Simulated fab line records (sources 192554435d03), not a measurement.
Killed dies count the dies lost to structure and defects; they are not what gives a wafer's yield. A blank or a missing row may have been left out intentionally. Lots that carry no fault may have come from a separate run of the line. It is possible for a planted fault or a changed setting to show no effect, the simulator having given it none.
fab line records    flow n5Finfet    part 2 of 2: steps 22 to 31 of 31
[record] lots = 5  wafers = 15  lastDay = 18
route steps=1938 shown MOL_CONTACT_COAG@565
lots that met no fault: from a run of the same line without faults
startH: hours from the record's first day to the start of the lot's first wafer shown    waitH: how many hours have passed since the lot's step before this one    " same as the row above    L1.1+2: several wafers, shown together as one row    - no value, or no start was given    * or withheld: withheld    < > ~ a bound
route shown NAME@n: names a module that has steps shown in the file, with the first one's number in the route    usual: average and standard deviation across the fault-free wafers    same: alike in all rows    chamber/n: place in a boat    sites: each site's reading    _std_site: standard deviation across them    _edge_site: outer sites' mean less inner sites'    radiusMm: how far each site lies from the wafer's centre    mask NAME#n: copy n    behind: the last tool/chamber to shape the wafer    hold: the reason the lot was held/the length of the hold in hours/how it ended    device: the transistor (n, p or np) that didn't switch    end of line: the tests these same wafers got at the end of their route    a step given without rows: its recipe and nothing more    killed: dies lost to structure and defects at the first sort, not the wafer's yield    map: a wafer's dies, marking killed ones x, the rest . and places with no die _
set.NAME: the setting as run; set.NAME@STEP: as run at that earlier step    model.NAME: the simulator's own value behind a step, which no gauge read
lots seen at some steps along the route; tables by step, rows by wafer
services: a tool's chamber out of use, with start hour (startH, from the record's first day; less than 0 if before it), hours out, and reason
[[steps]]
[step N5_MOL_CONTACT_COAG_VIA_ETCH_46]
[recipe] chemistry = C4F6/O2  targetDepthA = 460  overetchA = 92  maskMaterial = SOC  target = SiO2  biasW = 455  pressureMtorr = 10  timeS = 40  sourceW = 325  Ar_flow_sccm = 300  C4F6_flow_sccm = 10  O2_flow_sccm = 10  ionEnergyEv = 575.3  ends = endPoint
[usual] drypumpMotorCurrentA = 5.8/0.47  oes_ar_750_au = 0.77/0.081  oesProductAu = 0.70/0.072  rfVppV = 1609/26  showerheadPlenumPTorr = 2.91/0.056  throttleValvePct = 40.8/0.41
lot.wafer  tool        chamber  startH  waitH  drypumpMotorCurrentA  oes_ar_750_au  oesProductAu  rfHoursCounterH  rfVppV  showerheadPlenumPTorr  throttleValvePct
L077.3     rieDiel-01  1        119.01  0.0    6.0                   0.76           0.69          120              1658    2.95                   40.7
L077.5     "           2        "       "      5.9                   0.68           0.62          -                1622    2.91                   40.2
L077.6     "           1        "       "      6.1                   0.75           0.70          -                1656    2.95                   40.7
L092.1     rieDiel-01  0        216.04  0.0    5.5                   0.68           0.61          257              1602    2.90                   40.6
L092.2     "           1        "       "      6.1                   0.74           0.67          149              1656    2.94                   40.8
L092.6     "           0        "       "      5.5                   0.68           0.62          -                1601    2.90                   40.6
L094.2     rieDiel-01  1        226.36  0.0    6.0                   0.73           0.67          154              1655    2.94                   40.8
L094.3     "           0        "       "      5.5                   0.69           0.60          262              1601    2.89                   40.6
L094.4     "           1        "       "      6.0                   0.74           0.67          -                1655    2.94                   40.8
L096.2     rieDiel-01  3        232.96  0.0    5.7                   0.86           0.76          55               1603    2.89                   41.7
L096.4     "           3        "       "      5.7                   0.86           0.77          -                1602    2.89                   41.8
L096.5     "           1        "       "      6.1                   0.73           0.67          -                1655    2.94                   40.8
L097.3     rieDiel-04  2        237.85  0.0    5.0                   0.87           0.79          40               1587    2.88                   40.8
L097.5     "           0        "       "      6.6                   0.81           0.74          -                1595    2.97                   40.6
L097.6     "           1        "       "      5.7                   0.77           0.68          -                1569    2.84                   40.7
[step N5_MOL_CONTACT_COAG_STRIP_96]
[recipe] chemistry = N2/H2  powerW = 500  tempC = 40  pressureMtorr = 50  rfFrequencyHz = 6e+07  overashFraction = 0.3  biasPowerW = 28  h2Frac = 0.5  n2FlowSccm = 300  h2FlowSccm = 300
[usual] drypumpMotorCurrentA = 5.8/0.47  oesProductAu = 0.78/0.085  rfVppV = 122.2/1.1  showerheadPlenumPTorr = 3.44/0.074  throttleValvePct = 18.8/0.36
lot.wafer  tool        chamber  startH  waitH  drypumpMotorCurrentA  oesProductAu  rfHoursCounterH  rfVppV  showerheadPlenumPTorr  throttleValvePct
L077.3     rieDiel-01  1        119.08  0.0    6.1                   0.78          120              120.7   3.52                   18.8
L077.5     "           2        "       "      5.9                   0.70          -                121.4   3.46                   18.8
L077.6     "           1        "       "      6.1                   0.79          -                123.7   3.52                   18.8
L092.1     rieDiel-01  0        216.14  0.1    5.5                   0.67          257              122.5   3.41                   18.6
L092.2     "           1        "       "      6.1                   0.76          149              122.7   3.51                   18.9
L092.6     "           0        "       "      5.5                   0.67          -                121.7   3.41                   18.5
L094.2     rieDiel-01  1        226.42  0.0    6.0                   0.76          154              123.8   3.50                   18.9
L094.3     "           0        "       "      5.5                   0.66          262              121.4   3.41                   18.6
L094.4     "           1        "       "      6.1                   0.76          -                121.6   3.51                   18.9
L096.2     rieDiel-01  3        233.03  0.0    5.8                   0.86          55               122.1   3.40                   19.3
L096.4     "           3        "       "      5.7                   0.85          -                122.2   3.40                   19.3
L096.5     "           1        "       "      6.1                   0.76          -                122.0   3.50                   18.8
L097.3     rieDiel-04  2        237.92  0.0    5.0                   0.88          40               119.2   3.42                   19.3
L097.5     "           0        "       "      6.7                   0.83          -                122.9   3.51                   18.1
L097.6     "           1        "       "      5.7                   0.76          -                120.6   3.35                   18.6
[step N5_MOL_CONTACT_COAG_ETCH_47]
[recipe] chemistry = CH3F/O2  target = SiNx  targetDepthA = 270  maskMaterial = SiO2  stopOn = W  overEtchFrac = 0.2  ionEnergyEv = 120  endpoint = OES-CN  pressureMtorr = 30  sourceW = 395  biasW = 73  Ar_flow_sccm = 150  CH3F_flow_sccm = 30  O2_flow_sccm = 20  ends = endPoint
[usual] drypumpMotorCurrentA = 5.8/0.47  etchRfOnTimeS = 31.1/0.48  oes_ar_750_au = 0.77/0.082  oesProductAu = 0.70/0.075  rfVppV = 302/5.1  showerheadPlenumPTorr = 2.05/0.043  throttleValvePct = 16.27/0.18
lot.wafer  tool        chamber  startH  waitH  drypumpMotorCurrentA  etchRfOnTimeS  oes_ar_750_au  oesProductAu  rfHoursCounterH  rfVppV  showerheadPlenumPTorr  throttleValvePct
L077.3     rieDiel-01  1        119.12  0.0    6.0                   31.0           0.75           0.70          120              311     2.09                   16.13
L077.5     "           2        "       "      5.9                   31.6           0.68           0.62          -                302     2.05                   16.18
L077.6     "           1        "       "      6.0                   31.1           0.76           0.69          -                312     2.09                   16.13
L092.1     rieDiel-01  0        216.20  0.0    5.5                   31.6           0.68           0.60          257              301     2.04                   16.46
L092.2     "           1        "       "      6.1                   31.0           0.73           0.67          149              310     2.08                   16.20
L092.6     "           0        "       "      5.5                   31.5           0.68           0.60          -                300     2.04                   16.46
L094.2     rieDiel-01  1        226.46  0.0    6.0                   31.2           0.72           0.66          154              310     2.08                   16.21
L094.3     "           0        "       "      5.5                   31.4           0.68           0.60          262              301     2.04                   16.46
L094.4     "           1        "       "      6.0                   31.2           0.73           0.67          -                310     2.08                   16.19
L096.2     rieDiel-01  3        233.07  0.0    5.7                   30.9           0.86           0.76          55               300     2.03                   16.53
L096.4     "           3        "       "      5.7                   30.8           0.86           0.77          -                301     2.03                   16.52
L096.5     "           1        "       "      6.0                   31.1           0.73           0.67          -                312     2.08                   16.18
L097.3     rieDiel-04  2        237.96  0.0    5.0                   31.4           0.87           0.79          40               298     2.03                   16.34
L097.5     "           0        "       "      6.7                   30.6           0.82           0.75          -                299     2.10                   16.01
L097.6     "           1        "       "      5.6                   31.3           0.77           0.68          -                294     2.00                   16.20
[step N5_MOL_CONTACT_COAG_STRIP_119]
[recipe] chemistry = N2/H2  timeS = 30  powerW = 1000  tempC = 250  pressureMtorr = withheld  n2FlowSccm = 1750  h2FlowSccm = 3250
[usual] drypumpMotorCurrentA = 5.5/0.5  heaterPowerW = 342/22
lot.wafer  tool            chamber  startH  waitH  drypumpMotorCurrentA  heaterPowerW  rfHoursCounterH
L077.3     plasmaAsher-02  0        119.22  0.1    5.5                   366           -
L077.5     "               0        "       "      5.5                   381           -
L077.6     "               1        "       "      5.4                   323           -
L092.1     plasmaAsher-02  0        216.31  0.1    5.5                   370           67
L092.2     "               1        "       "      5.4                   326           67
L092.6     "               0        "       "      5.5                   372           -
L094.2     plasmaAsher-01  0        226.54  0.1    6.4                   337           111
L094.3     "               0        "       "      6.4                   344           -
L094.4     "               1        "       "      4.7                   327           -
L096.2     plasmaAsher-02  1        233.15  0.1    5.5                   312           70
L096.4     "               1        "       "      5.4                   326           -
L096.5     "               1        "       "      5.4                   319           -
L097.3     plasmaAsher-01  1        238.06  0.1    4.7                   333           -
L097.5     "               0        "       "      6.4                   334           -
L097.6     "               1        "       "      4.7                   337           -
[step N5_MOL_CONTACT_COAG_PRECLEAN_144]
[recipe] chemistry = alkalineClean  tempC = 60  timeS = 60  doPpb = 50
[usual] bathGuardTempC = 60.0/0.51
lot.wafer  tool         chamber  startH  waitH  bathGuardTempC
L077.3     wetBench-04  2        119.29  0.0    59.1
L077.5     "            3        "       "      59.2
L077.6     "            4        "       "      59.8
L092.1     wetBench-04  1        216.40  0.1    59.7
L092.2     "            3        "       "      59.3
L092.6     "            2        "       "      59.7
L094.2     wetBench-01  0        226.63  0.1    60.5
L094.3     "            3        "       "      59.5
L094.4     "            7        "       "      60.1
L096.2     wetBench-04  0        233.24  0.1    59.6
L096.4     "            6        "       "      60.1
L096.5     "            1        "       "      60.2
L097.3     wetBench-01  2        238.13  0.0    60.5
L097.5     "            0        "       "      59.9
L097.6     "            3        "       "      59.4
[step N5_MOL_CONTACT_COAG_SRD_145]
[recipe] dry = ipaMarangoni  timeS = 30  tempC = 23  rinseLiquid = diw
lot.wafer   tool         chamber  startH  waitH
L077.3+5+6  wetBench-04  2,3,4    119.31  0.0
L092.1+2+6  wetBench-04  1,3,2    216.42  0.0
L094.2+3+4  wetBench-01  0,3,7    226.65  0.0
L096.2+4+5  wetBench-04  0,6,1    233.26  0.0
L097.3+5+6  wetBench-01  2,0,3    238.15  0.0
[step N5_MOL_CONTACT_COAG_CD_MEAS_137]
[recipe] targetCdNm = 16
[usual] cdNm = 15.8/0.36
lot.wafer  tool      chamber  startH  waitH  cdNm
L077.3     cdSem-03  -        119.35  0.0    16.1
L077.5     "         -        "       "      16.1
L077.6     "         -        "       "      16.2
L092.1     cdSem-03  -        216.46  0.0    15.9
L092.2     "         -        "       "      16.0
L092.6     "         -        "       "      16.4
L094.2     cdSem-01  -        226.69  0.0    15.7
L094.3     "         -        "       "      15.4
L094.4     "         -        "       "      15.9
L096.2     cdSem-01  -        233.30  0.0    15.9
L096.4     "         -        "       "      15.9
L096.5     "         -        "       "      16.0
L097.3     cdSem-03  -        238.19  0.0    15.4
L097.5     "         -        "       "      15.6
L097.6     "         -        "       "      15.9
[step N5_MOL_CONTACT_COAG_COAT_62]
[recipe] resist = SOC  tempC = 250  timeS = 60  spinRpm = 1500  resistThkNm = 60
lot.wafer   tool           chamber  startH  waitH
L077.3+5+6  lithoTrack-01  0        119.39  0.0
L092.1+2+6  lithoTrack-01  0        216.49  0.0
L094.2+3+4  lithoTrack-02  0        226.73  0.0
L096.2+4+5  lithoTrack-01  0        233.33  0.0
L097.3+5+6  lithoTrack-05  0        238.23  0.0
[step N5_MOL_CONTACT_COAG_COAT_63]
[recipe] resist = SiARC  tempC = 220  timeS = 60  spinRpm = 1500  resistThkNm = 10
lot.wafer   tool           chamber  startH  waitH
L077.3+5+6  lithoTrack-01  0        -       -
L092.1+2+6  lithoTrack-01  0        -       -
L094.2+3+4  lithoTrack-02  0        -       -
L096.2+4+5  lithoTrack-01  0        -       -
L097.3+5+6  lithoTrack-05  0        -       -
[step N5_MOL_CONTACT_COAG_COAT_64]
[recipe] resist = underlayer  tempC = 205  timeS = 60  spinRpm = 1500  resistThkNm = 10
lot.wafer   tool           chamber  startH  waitH
L077.3+5+6  lithoTrack-01  0        -       -
L092.1+2+6  lithoTrack-01  0        -       -
L094.2+3+4  lithoTrack-02  0        -       -
L096.2+4+5  lithoTrack-01  0        -       -
L097.3+5+6  lithoTrack-05  0        -       -
[[services]]
tool            chamber  startH  hours  kind
rieDiel-05      1        94.47   6.9    repair
euvScanner-01   -        102.20  5.1    repair
plasmaAsher-01  -        108.87  2.8    pm
rieDiel-04      -        119.05  14.6   pm
rieDiel-01      -        122.14  14.6   pm
euvScanner-02   -        125.65  1.0    pm
euvScanner-01   -        126.66  1.0    pm
rieDiel-05      3        143.24  5.5    repair
euvScanner-01   -        143.49  2.6    repair
rieDiel-05      -        156.81  0.4    repair
rieDiel-04      1        158.29  13.6   repair
aldSin-01       -        168.65  6.0    pm
rieDiel-01      1        172.75  9.3    repair
aldSin-01       -        177.39  14.0   pm
aldSin-03       -        179.88  2.8    pm
euvScanner-02   -        181.80  1.0    pm
euvScanner-01   -        182.81  1.0    pm
rieDiel-05      2        195.63  4.7    repair
euvScanner-02   -        201.39  4.6    pm
rieDiel-01      2        202.29  -      clean
rieDiel-01      2        202.29  -      consumableReplace:focusRing
rieDiel-01      2        202.29  15.4   scheduledDown
euvScanner-01   -        208.75  4.6    pm
euvScanner-02   -        237.95  1.0    pm
